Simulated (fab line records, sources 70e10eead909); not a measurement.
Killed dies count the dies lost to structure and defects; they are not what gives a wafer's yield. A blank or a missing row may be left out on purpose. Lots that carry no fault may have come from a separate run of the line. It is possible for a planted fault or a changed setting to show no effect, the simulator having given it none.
Chamber matching :: flow nandHarc :: 4 sister chambers for NHARC_A_CHANNEL_FILL_D2_ETCHBACK_20 on rieDiel-03
The step etches the open film in C4F8/O2/Ar, target depth 27 nm, time 13.5 s. 14 wafers are shown with their chamber, then 6 later ones without.

== EACH WAFER AND ITS CHAMBER ==
wafer: L078.2
chamber: 1
rfVppV (V): 979
oesProductAu (a.u.): 0.973

wafer: L078.4
chamber: 3
rfVppV (V): 987
oesProductAu (a.u.): 0.971

wafer: L078.5
chamber: 1
rfVppV (V): 980
oesProductAu (a.u.): 0.983

wafer: L082.1
chamber: 1
rfVppV (V): 979
oesProductAu (a.u.): 1.003

wafer: L082.4
chamber: 1
rfVppV (V): 981
oesProductAu (a.u.): 0.993

wafer: L082.5
chamber: 0
rfVppV (V): 969
oesProductAu (a.u.): 0.994

wafer: L086.4
chamber: 0
rfVppV (V): 971
oesProductAu (a.u.): 0.909

wafer: L086.6
chamber: 2
rfVppV (V): 968
oesProductAu (a.u.): 0.906

wafer: L086.1
chamber: 0
rfVppV (V): 970
oesProductAu (a.u.): 0.909

wafer: L086.2
chamber: 3
rfVppV (V): 985
oesProductAu (a.u.): 0.930

wafer: L086.5
chamber: 3
rfVppV (V): 985
oesProductAu (a.u.): 0.918

wafer: L091.1
chamber: 2
rfVppV (V): 968
oesProductAu (a.u.): 0.996

wafer: L091.3
chamber: 1
rfVppV (V): 980
oesProductAu (a.u.): 0.990

wafer: L091.5
chamber: 3
rfVppV (V): 985
oesProductAu (a.u.): 1.017

SIGNATURES (means of the wafers above)
reading: rfVppV
chamber 0: 970.00
chamber 1: 979.80
chamber 2: 968.00
chamber 3: 985.50
scatter within a chamber: 0.883

reading: oesProductAu
chamber 0: 0.93733
chamber 1: 0.98840
chamber 2: 0.95100
chamber 3: 0.95900
scatter within a chamber: 0.0392
Rule: a wafer's distance from a chamber is the root of the sum, over the readings, of the square of ((its reading less the chamber's mean) divided by the reading's scatter). If the next closest chamber is less than 2 further off than the closest, the wafer can't be placed; otherwise it belongs to the closest. How the scatter is found: for the shown wafers, subtract from each reading the mean of its chamber, square and add these, divide the total by (wafers less chambers), then take the root.

== WAFERS WHOSE CHAMBER IS MISSING ==
wafer: L094.1
rfVppV (V): 985
oesProductAu (a.u.): 1.014

wafer: L094.4
rfVppV (V): 968
oesProductAu (a.u.): 0.990

wafer: L094.5
rfVppV (V): 986
oesProductAu (a.u.): 1.018

wafer: L097.2
rfVppV (V): 985
oesProductAu (a.u.): 1.015

wafer: L097.3
rfVppV (V): 970
oesProductAu (a.u.): 0.982

wafer: L097.4
rfVppV (V): 968
oesProductAu (a.u.): 0.982

== CHAMBER TAKEN BY EACH ==
wafer: L094.1
from the rows above: 3
in truth: 3

wafer: L094.4
from the rows above: can't be placed: 2 or 0
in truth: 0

wafer: L094.5
from the rows above: 3
in truth: 3

wafer: L097.2
from the rows above: 3
in truth: 3

wafer: L097.3
from the rows above: can't be placed: 0 or 2
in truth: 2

wafer: L097.4
from the rows above: can't be placed: 2 or 0
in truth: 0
Correctly placed: 3 of 6. Not placeable from these rows: 3 (in 3, the candidates include the true chamber). Placed wrongly: 0.
